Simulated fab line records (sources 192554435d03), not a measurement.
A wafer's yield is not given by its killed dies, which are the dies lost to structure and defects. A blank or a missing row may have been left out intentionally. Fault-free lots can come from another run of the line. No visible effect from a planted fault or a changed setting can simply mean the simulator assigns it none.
fab line records    flow n5_finfet
record: lots: 6  wafers: 18  last_day: 18
route steps=1938 shown STI_FIN_REVEAL@197 DUMMY_GATE@212 PASSIVATION@1936
lots that met no fault: from a run of the same line without faults
start_h: start of the lot's first displayed wafer, in hours after the record's first day    wait_h: how many hours have passed since the lot's step before this one    " same as the row above    L1.1+2: one row covering several wafers at once    - value missing, or start not given    * or withheld: withheld    < > ~ a bound
route shown NAME@n: names a module that has steps shown in the file, with the first one's number in the route    usual: the fault-free wafers' mean and standard deviation    same: alike in all rows    chamber/n: place in a boat    sites: per-site readings    _std_site: the standard deviation of these    _edge_site: mean of outer sites minus mean of inner sites    radius_mm: how far each site lies from the wafer's centre    mask NAME#n: copy n    behind: the most recent tool/chamber to have shaped the wafer    hold: why the lot went on hold/how many hours it stayed there/how the hold came to an end    device: the n, p or np transistor that did not switch    end of line: at the end of the route, the tests of the same wafers    where a step has no rows: the recipe by itself    killed: the dies lost at the first sort to structure and to defects; this is not the yield of the wafer    map: per-die view of a wafer (x killed, . not killed, _ where there is no die)
set.NAME: the setting as run; set.NAME@STEP: as run at that earlier step    model.NAME: the simulator's own value behind a step, which no gauge read
lots at some steps of the route; a table a step, a row a wafer
services: the hour from which a tool's chamber was out of use, counted from the record's first day as start_h (under 0 if before that day), plus the number of hours and why
== steps ==
step: N5_STI_FIN_REVEAL_STRIP_16
recipe: chemistry: H3PO4  material: SiNx  temp_c: 165  target_depth_a: 238  overetch_fraction: 0.4964  dry: ipa_marangoni
step: N5_STI_FIN_REVEAL_PRECLEAN_17
recipe: chemistry: NF3:NH3  afs_cycles: 1  temp_c: 30  time_s: 20  sublimation_temp_c: 180  sublimation_time_s: 60  pressure_torr: 3  rf_power_w: 30
step: N5_STI_FIN_REVEAL_ETCH_34
recipe: chemistry: H2  mode: isotropic  material: Si  target: Si  target_depth_a: 9.7  temp_c: 20  pressure_mtorr: 4.5  icp_w: 300  bias_w: 0  h2_flow_sccm: 7.5  he_flow_sccm: 142.5
usual: drypump_motor_current_A: 5.7/0.38  oes_product_au: 1.008/0.022  throttle_valve_pct: 25.9/0.71
lot.wafer  tool       chamber  start_h  wait_h  drypump_motor_current_A  oes_product_au  rf_hours_counter_h  throttle_valve_pct
L331.1     rie_si-04  3        55.57    0.2     5.3                      1.038           79                  25.9
L331.2     "          0        "        "       5.5                      1.027           5                   25.0
L331.6     "          0        "        "       5.6                      1.027           -                   25.0
L337.1     rie_si-04  0        92.31    0.2     5.5                      1.018           5                   25.0
L337.5     "          3        "        "       5.2                      1.024           -                   25.9
L337.6     "          2        "        "       4.9                      0.989           -                   27.2
L338.1     rie_si-04  2        97.56    0.2     4.9                      0.984           3                   27.2
L338.2     "          1        "        "       5.6                      0.957           50                  26.1
L338.3     "          0        "        "       5.5                      1.007           5                   25.0
L340.2     rie_si-02  0        108.29   0.1     5.3                      1.004           97                  25.8
L340.4     "          3        "        "       6.0                      1.037           109                 26.3
L340.6     "          0        "        "       5.3                      1.004           -                   25.8
L347.3     rie_si-04  3        150.03   0.1     5.2                      1.030           81                  25.9
L347.4     "          2        "        "       4.9                      0.988           4                   27.2
L347.6     "          1        "        "       5.6                      0.970           -                   26.1
L351.1     rie_si-06  1        177.32   0.3     5.7                      1.010           137                 24.9
L351.4     "          3        "        "       5.5                      0.982           44                  25.8
L351.6     "          2        "        "       6.3                      1.046           -                   26.1
step: N5_STI_FIN_REVEAL_OXIDATION_31
recipe: chemistry: O2_PLASMA_REMOTE  temp_c: 150  time_s: 20  pressure_mtorr: 1000  source_power_w: 2000  o2_flow_sccm: 3000
usual: drypump_motor_current_A: 5.8/0.33  heater_power_w: 140/4.2
lot.wafer  tool             chamber  start_h  wait_h  drypump_motor_current_A  heater_power_w  rf_hours_counter_h
L331.1     plasma_asher-01  0        55.63    0.0     6.2                      143             83
L331.2     "                1        "        "       5.7                      140             83
L331.6     "                0        "        "       6.2                      137             -
L337.1     plasma_asher-02  0        92.37    0.0     5.3                      144             39
L337.5     "                1        "        "       5.5                      137             -
L337.6     "                0        "        "       5.3                      146             -
L338.1     plasma_asher-01  0        97.62    0.0     6.2                      144             92
L338.2     "                1        "        "       5.7                      135             92
L338.3     "                0        "        "       6.2                      140             -
L340.2     plasma_asher-01  0        108.35   0.0     6.2                      143             94
L340.4     "                0        "        "       6.2                      140             -
L340.6     "                0        "        "       6.2                      145             -
L347.3     plasma_asher-01  0        150.11   0.1     6.2                      145             -
L347.4     "                1        "        "       5.7                      137             -
L347.6     "                0        "        "       6.2                      140             -
L351.1     plasma_asher-02  0        177.38   0.0     5.3                      146             52
L351.4     "                1        "        "       5.5                      138             -
L351.6     "                0        "        "       5.3                      145             -
step: N5_STI_FIN_REVEAL_PRECLEAN_32
recipe: chemistry: NF3:NH3  afs_cycles: 1  temp_c: 30  time_s: 20  sublimation_temp_c: 180  sublimation_time_s: 60  pressure_torr: 3  rf_power_w: 30
step: N5_STI_FIN_REVEAL_STRIP_35
recipe: chemistry: H3PO4  material: Si3N4  temp_c: 165  target_depth_a: 40  time_s: 39
step: N5_STI_FIN_REVEAL_SRD_21
recipe: dry: ipa_marangoni  time_s: 30  temp_c: 23  rinse_liquid: diw
step: N5_STI_FIN_REVEAL_OXIDATION_33
recipe: chemistry: O2_PLASMA_REMOTE  temp_c: 150  time_s: 20  pressure_mtorr: 1000  source_power_w: 2000  o2_flow_sccm: 3000
usual: drypump_motor_current_A: 5.7/0.34  heater_power_w: 140/4.4
lot.wafer  tool             chamber  start_h  wait_h  drypump_motor_current_A  heater_power_w  rf_hours_counter_h
L331.1     plasma_asher-01  0        55.98    0.0     6.2                      144             84
L331.2     "                1        "        "       5.7                      135             84
L331.6     "                0        "        "       6.2                      138             -
L337.1     plasma_asher-01  0        92.73    0.0     6.2                      144             91
L337.5     "                0        "        "       6.2                      140             -
L337.6     "                1        "        "       5.7                      140             -
L338.1     plasma_asher-01  1        97.98    0.0     5.7                      140             92
L338.2     "                0        "        "       6.2                      139             92
L338.3     "                1        "        "       5.6                      137             -
L340.2     plasma_asher-02  0        108.72   0.0     5.3                      148             43
L340.4     "                1        "        "       5.5                      136             -
L340.6     "                1        "        "       5.5                      136             -
L347.3     plasma_asher-01  1        150.47   0.0     5.7                      139             -
L347.4     "                0        "        "       6.2                      138             -
L347.6     "                0        "        "       6.2                      139             -
L351.1     plasma_asher-01  1        177.92   0.0     5.6                      138             111
L351.4     "                0        "        "       6.2                      143             -
L351.6     "                0        "        "       6.2                      143             -
step: N5_STI_FIN_REVEAL_CLEAN_19
recipe: chemistry: O3/DIW  temp_c: 25  time_s: 120  o3_ppm: 10
step: N5_STI_FIN_REVEAL_SRD_23
recipe: dry: ipa_marangoni  time_s: 30  temp_c: 23  rinse_liquid: diw
step: N5_STI_FIN_REVEAL_CD_MEAS_22
recipe: target_cd_nm: 6.238  pitch_nm: 28  polarity: line
usual: cd_nm: 6.2/0.34
lot.wafer  tool       chamber  start_h  wait_h  cd_nm
L331.1     cd_sem-01  -        56.15    0.0     6.0
L331.2     "          -        "        "       6.1
L331.6     "          -        "        "       6.2
L337.1     cd_sem-03  -        92.91    0.0     6.0
L337.5     "          -        "        "       6.3
L337.6     "          -        "        "       6.1
L338.1     cd_sem-02  -        98.15    0.0     6.1
L338.2     "          -        "        "       6.3
L338.3     "          -        "        "       6.0
L340.2     cd_sem-03  -        108.89   0.0     6.4
L340.4     "          -        "        "       6.0
L340.6     "          -        "        "       7.1
L347.3     cd_sem-01  -        150.62   0.0     6.2
L347.4     "          -        "        "       7.2
L347.6     "          -        "        "       6.4
L351.1     cd_sem-02  -        178.13   0.0     6.2
L351.4     "          -        "        "       6.0
L351.6     "          -        "        "       6.0
step: N5_STI_FIN_REVEAL_FIN_H_MEAS_10
usual: trench_depth_nm: 52.2/1
lot.wafer  tool    chamber  start_h  wait_h  trench_depth_nm
L331.1     ocd-01  -        56.18    0.0     52.8
L331.2     "       -        "        "       53.0
L331.6     "       -        "        "       53.1
L337.1     ocd-01  -        92.94    0.0     52.0
L337.5     "       -        "        "       52.7
L337.6     "       -        "        "       51.3
L338.1     ocd-02  -        98.18    0.0     51.0
L338.2     "       -        "        "       49.3
L338.3     "       -        "        "       51.9
L340.2     ocd-02  -        108.92   0.0     50.6
L340.4     "       -        "        "       53.1
L340.6     "       -        "        "       51.0
L347.3     ocd-02  -        150.65   0.0     51.9
L347.4     "       -        "        "       53.2
L347.6     "       -        "        "       53.4
L351.1     ocd-01  -        178.16   0.0     52.8
L351.4     "       -        "        "       51.9
L351.6     "       -        "        "       52.1
step: N5_STI_FIN_REVEAL_PRECLEAN_18
recipe: chemistry: SC2  time_s: 45  temp_c: 35  mix: 1:1:50
lot.wafer   tool          chamber  start_h  wait_h
L331.1+2+6  wet_bench-02  0,2,1    56.22    0.0
L337.1+5+6  wet_bench-04  0,2,6    92.97    0.0
L338.1+2+3  wet_bench-04  0,4,2    98.21    0.0
L340.2+4+6  wet_bench-04  6,1,4    108.95   0.0
L347.3+4+6  wet_bench-05  2,1,0    150.68   0.0
L351.1+4+6  wet_bench-02  2,6,5    178.19   0.0
step: N5_STI_FIN_REVEAL_SRD_28
recipe: dry: ipa_marangoni  time_s: 30  temp_c: 23  rinse_liquid: diw
step: N5_STI_FIN_REVEAL_INSPECT_13
recipe: inspect_instrument: darkfield  mode: post_clean
usual: raw_defect_count: 12/5.3
lot.wafer  tool               chamber  start_h  wait_h  raw_defect_count
L331.1     defect_inspect-02  -        56.27    0.0     12
L331.2     "                  -        "        "       4
L331.6     "                  -        "        "       12
L337.1     defect_inspect-01  -        93.03    0.0     19
L337.5     "                  -        "        "       19
L337.6     "                  -        "        "       11
L338.1     defect_inspect-01  -        98.27    0.0     453
L338.2     "                  -        "        "       461
L338.3     "                  -        "        "       470
L340.2     defect_inspect-02  -        109.01   0.0     488
L340.4     "                  -        "        "       442
L340.6     "                  -        "        "       447
L347.3     defect_inspect-01  -        150.74   0.0     15
L347.4     "                  -        "        "       6
L347.6     "                  -        "        "       6
L351.1     defect_inspect-02  -        178.25   0.0     16
L351.4     "                  -        "        "       6
L351.6     "                  -        "        "       12
step: N5_DUMMY_GATE_PRECLEAN_00
recipe: chemistry: O3/DIW  time_s: 60  temp_c: 22  o3_ppm: 10
step: N5_PASSIVATION_PROBE_49
usual: killed_at_M0_to_M3: 34/11  killed_at_M4_up: 14/5.6  killed_at_contacts: 13/5.9  killed_at_front_end: 40/11  killed_at_other: 4/3.1  killed_dies: 105/16  killed_open: 68/11  killed_short: 34/8.4
same: gross_dies: 1180  killed_at_back_side: 0
lot.wafer  tool       chamber  start_h  wait_h  killed_at_M0_to_M3  killed_at_M4_up  killed_at_contacts  killed_at_front_end  killed_at_other  killed_dies  killed_open  killed_short
L340.2     prober-01  -        347.43   0.1     26                  13               9                   144                  5                197          56           33
L340.4     prober-01  -        347.53   0.2     32                  12               8                   142                  3                197          53           24
L340.6     prober-01  -        347.63   0.3     38                  12               10                  152                  9                221          68           35
L338.1     prober-01  -        353.65   0.0     30                  4                10                  167                  3                214          55           28
L338.2     prober-01  -        353.70   0.1     27                  4                8                   137                  3                179          49           20
L338.3     prober-01  -        353.75   0.1     27                  8                21                  87                   1                144          64           31
L347.4     prober-02  -        412.93   0.2     35                  10               10                  26                   1                82           49           33
killed by level:class
L340.2 STI_FIN_REVEAL:unspecified=106 MOL_CONTACT_COAG:geometric_particle:open=7 BEOL_M4:geometric_particle:open=7 DUMMY_GATE:geometric_particle:open=6 BEOL_M0_SAQP:geometric_particle:short=6 BEOL_M2:geometric_particle:open=6 BEOL_M3:geometric_particle:open=6 STI_FIN_REVEAL:geometric_particle:open=5
L340.4 STI_FIN_REVEAL:unspecified=116 MOL_CONTACT_COAG:geometric_particle:open=8 BEOL_M2:geometric_particle:open=8 DUMMY_GATE:geometric_particle:open=6 BEOL_M3:geometric_particle:open=5 BEOL_M0_SAQP:geometric_particle:open=4 BEOL_M0_SAQP:geometric_particle:short=4 BEOL_M0:geometric_particle:open=4
L340.6 STI_FIN_REVEAL:unspecified=106 FIN_SAQP:geometric_particle:short=11 BEOL_M1:geometric_particle:open=10 MOL_CONTACT_COAG:geometric_particle:open=9 BEOL_M0_SAQP:geometric_particle:short=7 BEOL_M2:geometric_particle:open=6 STARTING-WAFER:geometric_particle:open=6 HKMG_FIN:area_etch=6
L338.1 STI_FIN_REVEAL:unspecified=123 FIN_SAQP:geometric_particle:open=13 MOL_CONTACT_COAG:geometric_particle:open=9 BEOL_M2:geometric_particle:open=9 HKMG_FIN:area_etch=7 FIN_SAQP:geometric_particle:short=6 GATE_CUT:geometric_particle:short=5 STI_FIN_REVEAL:geometric_particle:open=4
L338.2 STI_FIN_REVEAL:unspecified=110 FIN_SAQP:geometric_particle:open=11 MOL_CONTACT_COAG:geometric_particle:open=7 BEOL_M3:geometric_particle:open=6 FIN_SAQP:geometric_particle:short=5 BEOL_M0_SAQP:geometric_particle:open=4 BEOL_M0:geometric_particle:short=4 BEOL_M1:geometric_particle:open=4
L338.3 STI_FIN_REVEAL:unspecified=49 MOL_CONTACT_COAG:geometric_particle:open=17 STI_FIN_REVEAL:geometric_particle:open=12 BEOL_M0_SAQP:geometric_particle:open=10 FIN_SAQP:geometric_particle:open=8 BEOL_M0_SAQP:geometric_particle:short=7 FIN_SAQP:geometric_particle:short=4 MOL_CONTACT_COAG:geometric_particle:short=4
L347.4 BEOL_M0_SAQP:geometric_particle:open=10 MOL_CONTACT_COAG:geometric_particle:open=8 BEOL_M2:geometric_particle:open=7 FIN_SAQP:geometric_particle:short=5 BEOL_M2:geometric_particle:short=5 BEOL_M3:geometric_particle:open=5 STARTING-WAFER:geometric_particle:short=4 FIN_SAQP:geometric_particle:open=3
map L338.1 (x killed, . not)
_________________.....x...x..________________
______________.................x_____________
___________....x.....x..x.xx.x.....__________
__________............x..xx..x......_________
________...x.......xxxxxxxxx.x.xx...xx_______
_______...........x...xxxxxxxx.xx......______
______..x..x...x...xxxxxxxxxxxx.x....x.._____
_____......x.......xxxxxxxxxxxxxx........____
____...............xxxxxxxxxxxxxx..x......___
___.................xxxxxxxxxxx..x....x....__
___.x......x.x..x.xxxxxxxxxxxxx..xxx.......__
__..............xxx..xx.xxxx.x..xx..xx......_
__x................x.x.xxxx.xx..x.....x.x..._
_..............x....xxxxxxx..x....x..x.......
_x.x..........x..x.....x.......x.............
_..x......x......x....x..............x.x...x.
_.xx......x................x.....x...........
_......................x.....................
_.............................x........x.....
_...............x...x........................
_..............xx....x.........x.............
__...................x.........x............_
__....................................x...x._
___..................x.......x.............__
___.........x.......x.....x.x....x.........__
____.............x..............x..x......___
_____.....x........................x.....____
______.................................._____
_______............x...........x.x.....______
________.......x......................_______
__________.........x.....x.x.x..x..._________
___________.....x.....x........x...__________
______________.................._____________
_________________x..x.......x________________
map L340.6 (x killed, . not)
_________________......x.....________________
______________.......xx......x.._____________
___________...............x.x.....x__________
__________x.....x...x...x.....x....x_________
________.x.............x....xx..xx.xxx_______
_______...x.....xx....x...x.x.xxxxxx.x.______
______.....................x.x.xxxxx.xx._____
_____xxx..x........x.......xx.xxxxxxxxx..____
____....x..............x....xxxxxxxxxx....___
___....x...............x..x.xxxxxxxxxxxx.xx__
___.................x..x...xxxxxxxxxxxx....__
__..x......x.x...........x.xxxxxxxxxxx..xx.._
__...x..x........x......x...xxxxxxxxxxxx..x._
_........x.....................xxxx......x.x.
_.............x................x.xxx......x..
_........x.x....................x..........x.
_x..........x..x.......x...x..........x....x.
_.x......x.......x......x.........x..........
_....xx...............x..................x.x.
_..........xx..........x.........x.....xx...x
_x..x.x..x....x.......................xx.....
__..........................x...........x..._
__....x.....................x.........x....._
___...................x....................__
___............x.....................x..x..__
____....x..........................x.x..x.___
_____.....x.....x...........x............____
______.........x........................_____
_______.....x...............x.......x.x______
________.....x.........x.........xx..x_______
__________.x....x....x............x._________
___________...........x........x...__________
______________..x...x.x........._____________
_________________...x........________________
== services ==
tool             chamber  start_h  hours  kind
rie_si-02        1        43.69    3.7    repair
plasma_asher-02  -        64.01    2.1    repair
wet_bench-05     -        90.63    7.6    repair
rie_si-02        2        108.39   5.3    repair
rie_si-06        0        120.28   8.8    repair
plasma_asher-02  -        146.34   14.6   repair
rie_si-06        2        148.45   9.2    repair
rie_si-06        -        149.39   14.6   pm
rie_si-06        1        165.99   5.2    repair
== key ==
first_sign: step: N5_STI_FIN_REVEAL_INSPECT_13  reading: raw_defect_count  direction: up  sigmas: 85  usual: 12  struck: 460
effect: step: N5_PASSIVATION_PROBE_49  reading: killed_at_front_end  direction: up  sigmas: 8.9  usual: 40  struck: 138
more_kills_born_at: N5_STI_FIN_REVEAL_PRECLEAN_18@wet_bench-04: 610
met_at N5_STI_FIN_REVEAL_PRECLEAN_18
struck_wafers L338.1,L338.2,L338.3,L340.2,L340.4,L340.6
tester_left_out L338,L340
onset_between 92.97 98.21
fault: kind: chamber_particle_source  tool: wet_bench-04  chamber: -  onset_h: 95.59  steps: N5_STI_FIN_REVEAL_PRECLEAN_18  rate_per_visit_cm2: 0.6859  end_h: 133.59
tester_left_out: of these lots the tester's yield and bins aren't shown, on N5 and GAA mostly nor the transistor test; their killed dies are dies lost to structure and defects alone, not to doping, threshold or leakage, so they don't give the yield
